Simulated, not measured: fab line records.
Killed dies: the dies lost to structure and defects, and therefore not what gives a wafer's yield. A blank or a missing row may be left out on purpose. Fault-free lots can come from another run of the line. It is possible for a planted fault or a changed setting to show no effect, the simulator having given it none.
A lot that was struck, set against a sound lot    flow nand_harc    27 steps out of a route of 1302
Sound: wafers L683.2, L683.5, L683.6. Wafers L680.1, L680.4, L680.6 were the ones struck. The cause is named last.
For every step that has rows: the tool of each side, followed by ch and its chambers, followed by its first start. Under that, the readings that differ: sound wafers    struck wafers    difference of the means    sigmas: that difference in standard deviations of wafers without a fault.
alike: words and numbers the same on both sides, and readings whose means are apart by under 2 such deviations; not compared: readings that were withheld, readings missing a value for some wafer, numbers with overlapping values and no deviation given by the record, and bounds like >300 which may hide the same value.
A row with sigmas, a row that says differs or no value, or rows on one side alone: a step with any of these is where the two part. Numbers that have no deviation but don't overlap get no sigmas and don't part them. A reading that every wafer of one side lacks parts them only if that side has two wafers or more.

first, 6 steps without rows for these wafers: NHARC_A_ONON_D2_DEP_03 (target thk 1000 nm); NHARC_A_ONON_D2_DEP_06 (target thk 1000 nm); NHARC_A_ONON_D2_DEP_09 (target thk 1000 nm); NHARC_A_ONON_D2_DEP_12 (target thk 1000 nm); NHARC_A_ONON_D2_ANNEAL_15 (time 3600 s); NHARC_A_ONON_D2_DEP_16 (target thk 1000 nm).
NHARC_A_ONON_D2_DEP_19: target thk 1000 nm.
  sound on pecvd_onon-04 ch 0, day 20 16:31; struck on pecvd_onon-02 ch 0, day 19 17:23
then, 19 steps without rows for these wafers: NHARC_A_ONON_D2_DEP_22 (target thk 1000 nm); NHARC_A_ONON_D2_DEP_25 (target thk 1000 nm); NHARC_A_ONON_D2_DEP_28 (target thk 1000 nm); NHARC_A_ONON_D2_DEP_33 (deposits SiO2, target thk 200 nm); NHARC_A_CHANNEL_HOLE_D2_DEP_00 (deposits aC, target thk 3100 nm); NHARC_A_CHANNEL_HOLE_D2_DEP_01 (deposits SiON, target thk 140 nm); NHARC_A_CHANNEL_HOLE_D2_DEHYDRATE_02 (time 120 s); NHARC_A_CHANNEL_HOLE_D2_HMDS_03 (time 30 s); NHARC_A_CHANNEL_HOLE_D2_COAT_36 (time 75 s); NHARC_A_CHANNEL_HOLE_D2_COAT_37 (time 65 s); NHARC_A_CHANNEL_HOLE_D2_COAT_04 (resist thk 90 nm); NHARC_A_CHANNEL_HOLE_D2_SOFTBAKE_05 (time 55 s); NHARC_A_CHANNEL_HOLE_D2_EBR_06; NHARC_A_CHANNEL_HOLE_D2_EXPOSE_07 (exposes mask HOLE D2, target cd 100 nm); NHARC_A_CHANNEL_HOLE_D2_PEB_08 (peb time 65 s); NHARC_A_CHANNEL_HOLE_D2_DEVELOP_09 (develop time 35 s); NHARC_A_CHANNEL_HOLE_D2_DESCUM_15 (chemistry O2, time 3 s); NHARC_A_CHANNEL_HOLE_D2_ETCH_38 (etches the open film in CF4, target depth 39 nm, time 65 s); NHARC_A_CHANNEL_HOLE_D2_ETCH_39 (etches the open film in N2/H2, target depth 260 nm, time 325 s).
-- record jumps: 11 days between struck wafers' starts before vs after; left off in module A_CHANNEL_HOLE_D2, resumes in module END, first step shown is number 1302 of the route --
NHARC_END_SORT_01:
  at this point the record logs the struck wafers (prober-01 ch 0, day 31 02:30) and has no rows for the sound ones

## WHERE THEY PART
Only at NHARC_END_SORT_01, within this record.

WHY: what had been put in by the simulator
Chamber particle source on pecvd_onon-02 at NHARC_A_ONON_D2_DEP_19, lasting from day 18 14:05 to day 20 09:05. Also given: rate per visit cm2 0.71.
